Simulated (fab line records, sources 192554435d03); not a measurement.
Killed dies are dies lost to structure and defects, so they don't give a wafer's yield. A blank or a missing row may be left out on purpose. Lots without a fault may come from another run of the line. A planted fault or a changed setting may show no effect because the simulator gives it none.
Chamber matching | flow n5_finfet | N5_BEOL_M0_ETCH_128 on rie_diel-02: 4 sister chambers
The step etches SiCN in CF4/N2, target depth 12 nm, overetch 5.1 nm, time 21.4 s. 4 wafers are shown with their chamber, then 8 later ones without.

WAFERS WITH THEIR CHAMBER
wafer  | chamber | showerhead_plenum_p_Torr (Torr)
L086.3 | 0       | 2.33
L085.4 | 3       | 2.22
L087.5 | 2       | 2.20
L090.2 | 1       | 2.18

WAFERS WITHOUT THEIR CHAMBER
wafer  | showerhead_plenum_p_Torr (Torr)
L090.5 | 2.21
L090.6 | 2.32
L091.1 | 2.20
L091.2 | 2.21
L091.6 | 2.21
L094.1 | 2.32
L094.2 | 2.17
L094.3 | 2.21

WHICH CHAMBER EACH WENT THROUGH
wafer  | from the rows above     | in truth
L090.5 | can't be placed: 2 or 3 | 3
L090.6 | 0                       | 0
L091.1 | 2                       | 2
L091.2 | can't be placed: 2 or 3 | 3
L091.6 | can't be placed: 2 or 3 | 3
L094.1 | 0                       | 0
L094.2 | 1                       | 1
L094.3 | can't be placed: 2 or 3 | 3
Placed correctly: 4 of 8. Can't be placed from these rows: 4 (the true chamber is among the candidates in 4). Placed wrongly: 0.
How it was worked out, from the rows above alone: a wafer's distance from a chamber is the root of the sum, over the readings, of the square of ((its reading less the chamber's mean) divided by the reading's scatter). The wafer belongs to the nearest chamber; if the next one is less than 2 further off, it can't be placed. A chamber's mean is the mean of its shown wafers. The scatter: with one shown wafer a chamber, the root of the mean of the squares of how far each hidden wafer lies from its nearest shown one.
